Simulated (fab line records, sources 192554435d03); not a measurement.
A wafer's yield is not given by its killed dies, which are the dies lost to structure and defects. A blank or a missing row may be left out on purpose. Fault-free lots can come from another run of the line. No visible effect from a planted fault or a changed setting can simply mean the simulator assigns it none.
Split-lot experiment / flow n5_finfet / 39 wafers read from 7 lots, route of 1938 steps

## THE SPLIT
At N5_MOL_CONTACT_COAG_ETCH_106 (etches SOC in N2/H2, target depth 80 nm, overetch 16 nm, time 120 s), the setting source_w was moved away from the recipe's 840 W on 12 of the 39 wafers read, by -16.0% to +7.3%. For the rest of the wafers, this setting stayed at what the recipe calls for.

The reading comes from the split's own step.

## THE READING
rf_vpp_V, in V, at N5_MOL_CONTACT_COAG_ETCH_106 (etches SOC in N2/H2, target depth 80 nm, overetch 16 nm, time 120 s). Typical for fault-free wafers on this fab line: 522.2 V, with standard deviation 1.8 V.

wafer=L076.1; tool, chamber at the split=rie_diel-03, 2; source_w as run, W=840; against the recipe=recipe; rf_vpp_V, V=523.9; against lot-mates on the recipe=-
wafer=L076.2; tool, chamber at the split=rie_diel-03, 1; source_w as run, W=840; against the recipe=recipe; rf_vpp_V, V=520.7; against lot-mates on the recipe=-
wafer=L076.3; tool, chamber at the split=rie_diel-03, 0; source_w as run, W=840; against the recipe=recipe; rf_vpp_V, V=524.7; against lot-mates on the recipe=-
wafer=L076.4; tool, chamber at the split=rie_diel-03, 2; source_w as run, W=840; against the recipe=recipe; rf_vpp_V, V=524.1; against lot-mates on the recipe=-
wafer=L076.5; tool, chamber at the split=rie_diel-03, 0; source_w as run, W=840; against the recipe=recipe; rf_vpp_V, V=525.6; against lot-mates on the recipe=-
wafer=L076.6; tool, chamber at the split=rie_diel-03, 1; source_w as run, W=840; against the recipe=recipe; rf_vpp_V, V=520.6; against lot-mates on the recipe=-
wafer=L078.1; tool, chamber at the split=rie_diel-04, 0; source_w as run, W=840; against the recipe=recipe; rf_vpp_V, V=520.5; against lot-mates on the recipe=-
wafer=L078.2; tool, chamber at the split=rie_diel-04, 1; source_w as run, W=705.6; against the recipe=-16.0%; rf_vpp_V, V=552.5; against lot-mates on the recipe=+30.7
wafer=L078.3; tool, chamber at the split=rie_diel-04, 2; source_w as run, W=840; against the recipe=recipe; rf_vpp_V, V=522.7; against lot-mates on the recipe=-
wafer=L078.4; tool, chamber at the split=rie_diel-04, 3; source_w as run, W=705.6; against the recipe=-16.0%; rf_vpp_V, V=554.0; against lot-mates on the recipe=+32.2
wafer=L078.5; tool, chamber at the split=rie_diel-04, 2; source_w as run, W=840; against the recipe=recipe; rf_vpp_V, V=522.2; against lot-mates on the recipe=-
wafer=L078.6; tool, chamber at the split=rie_diel-04, 1; source_w as run, W=705.6; against the recipe=-16.0%; rf_vpp_V, V=553.9; against lot-mates on the recipe=+32.1
wafer=L079.1; tool, chamber at the split=rie_diel-03, 1; source_w as run, W=788.6; against the recipe=-6.1%; rf_vpp_V, V=531.5; against lot-mates on the recipe=+4.9
wafer=L079.2; tool, chamber at the split=rie_diel-03, 2; source_w as run, W=840; against the recipe=recipe; rf_vpp_V, V=523.9; against lot-mates on the recipe=-
wafer=L079.3; tool, chamber at the split=rie_diel-03, 0; source_w as run, W=840; against the recipe=recipe; rf_vpp_V, V=527.0; against lot-mates on the recipe=-
wafer=L079.4; tool, chamber at the split=rie_diel-03, 3; source_w as run, W=840; against the recipe=recipe; rf_vpp_V, V=529.0; against lot-mates on the recipe=-
wafer=L079.5; tool, chamber at the split=rie_diel-03, 3; source_w as run, W=788.6; against the recipe=-6.1%; rf_vpp_V, V=538.1; against lot-mates on the recipe=+11.5
wafer=L079.6; tool, chamber at the split=rie_diel-03, 0; source_w as run, W=788.6; against the recipe=-6.1%; rf_vpp_V, V=538.1; against lot-mates on the recipe=+11.5
wafer=L080.1; tool, chamber at the split=rie_diel-06, 3; source_w as run, W=750.5; against the recipe=-10.7%; rf_vpp_V, V=542.4; against lot-mates on the recipe=+20.0
wafer=L080.2; tool, chamber at the split=rie_diel-06, 0; source_w as run, W=840; against the recipe=recipe; rf_vpp_V, V=522.1; against lot-mates on the recipe=-
wafer=L080.3; tool, chamber at the split=rie_diel-06, 1; source_w as run, W=840; against the recipe=recipe; rf_vpp_V, V=522.4; against lot-mates on the recipe=-
wafer=L080.4; tool, chamber at the split=rie_diel-06, 2; source_w as run, W=750.5; against the recipe=-10.7%; rf_vpp_V, V=540.2; against lot-mates on the recipe=+17.8
wafer=L080.5; tool, chamber at the split=rie_diel-06, 3; source_w as run, W=840; against the recipe=recipe; rf_vpp_V, V=522.6; against lot-mates on the recipe=-
wafer=L080.6; tool, chamber at the split=rie_diel-06, 2; source_w as run, W=750.5; against the recipe=-10.7%; rf_vpp_V, V=539.3; against lot-mates on the recipe=+16.9
wafer=L081.3; tool, chamber at the split=rie_diel-04, 0; source_w as run, W=840; against the recipe=recipe; rf_vpp_V, V=521.8; against lot-mates on the recipe=-
wafer=L081.4; tool, chamber at the split=rie_diel-04, 3; source_w as run, W=840; against the recipe=recipe; rf_vpp_V, V=522.0; against lot-mates on the recipe=-
wafer=L081.5; tool, chamber at the split=rie_diel-04, 2; source_w as run, W=840; against the recipe=recipe; rf_vpp_V, V=523.7; against lot-mates on the recipe=-
wafer=L084.1; tool, chamber at the split=rie_diel-04, 2; source_w as run, W=840; against the recipe=recipe; rf_vpp_V, V=522.7; against lot-mates on the recipe=-
wafer=L084.2; tool, chamber at the split=rie_diel-04, 3; source_w as run, W=840; against the recipe=recipe; rf_vpp_V, V=521.4; against lot-mates on the recipe=-
wafer=L084.3; tool, chamber at the split=rie_diel-04, 1; source_w as run, W=840; against the recipe=recipe; rf_vpp_V, V=520.8; against lot-mates on the recipe=-
wafer=L084.4; tool, chamber at the split=rie_diel-04, 3; source_w as run, W=840; against the recipe=recipe; rf_vpp_V, V=522.0; against lot-mates on the recipe=-
wafer=L084.5; tool, chamber at the split=rie_diel-04, 2; source_w as run, W=840; against the recipe=recipe; rf_vpp_V, V=522.2; against lot-mates on the recipe=-
wafer=L084.6; tool, chamber at the split=rie_diel-04, 1; source_w as run, W=840; against the recipe=recipe; rf_vpp_V, V=521.8; against lot-mates on the recipe=-
wafer=L088.1; tool, chamber at the split=rie_diel-04, 2; source_w as run, W=840; against the recipe=recipe; rf_vpp_V, V=522.4; against lot-mates on the recipe=-
wafer=L088.2; tool, chamber at the split=rie_diel-04, 1; source_w as run, W=900.9; against the recipe=+7.3%; rf_vpp_V, V=509.9; against lot-mates on the recipe=-12.4
wafer=L088.3; tool, chamber at the split=rie_diel-04, 0; source_w as run, W=900.9; against the recipe=+7.3%; rf_vpp_V, V=510.2; against lot-mates on the recipe=-12.1
wafer=L088.4; tool, chamber at the split=rie_diel-04, 3; source_w as run, W=840; against the recipe=recipe; rf_vpp_V, V=522.0; against lot-mates on the recipe=-
wafer=L088.5; tool, chamber at the split=rie_diel-04, 3; source_w as run, W=900.9; against the recipe=+7.3%; rf_vpp_V, V=510.8; against lot-mates on the recipe=-11.5
wafer=L088.6; tool, chamber at the split=rie_diel-04, 2; source_w as run, W=840; against the recipe=recipe; rf_vpp_V, V=522.5; against lot-mates on the recipe=-

THE FIT
A straight line over all 39 wafers: rf_vpp_V changes by -1.84 V for each +1% of source_w; r = -0.98; the points scatter about the line by 2.1 V.
The same after taking each lot's own level away (the mean of its wafers on the recipe; 39 wafers): -1.84 V for each +1%; r = -0.99; scatter 1.8 V.
According to that fit, moving source_w by its largest amount changes the reading by 29 V.
Measured against the standard deviation above, the lots' own levels, which go from 521.80 to 526.63 V, span 2.7 times it.
Hence the lot-to-lot level has little effect on the slope; both slopes agree.
Check: +29.1 V against its lot-mates is what the line predicts for one of the wafers moved furthest among these (-16.0%) when that wafer is left out of the fit. Against them it came out at +30.7 V.
Tool readings at the split's step, against how far the setting was moved: rf_vpp_V r = -0.98.

## OTHER SPLITS ON THESE WAFERS
Other splits were also applied to these wafers ahead of the reading. Each is held against what the fit with the lots' levels taken away leaves over:
other split on the same wafers=N5_SD_EPI_P_EXPOSE_06 dose_mj; wafers away from the commonest value=12; r with rf_vpp_V (lot level and that fit taken away)=+0.02
other split on the same wafers=N5_HKMG_FIN_ETCH_55 time_s; wafers away from the commonest value=15; r with rf_vpp_V (lot level and that fit taken away)=-0.18

## FILE'S OWN FIT
rf_vpp_V changes by -1.84 V for each +1% of source_w, r = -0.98.
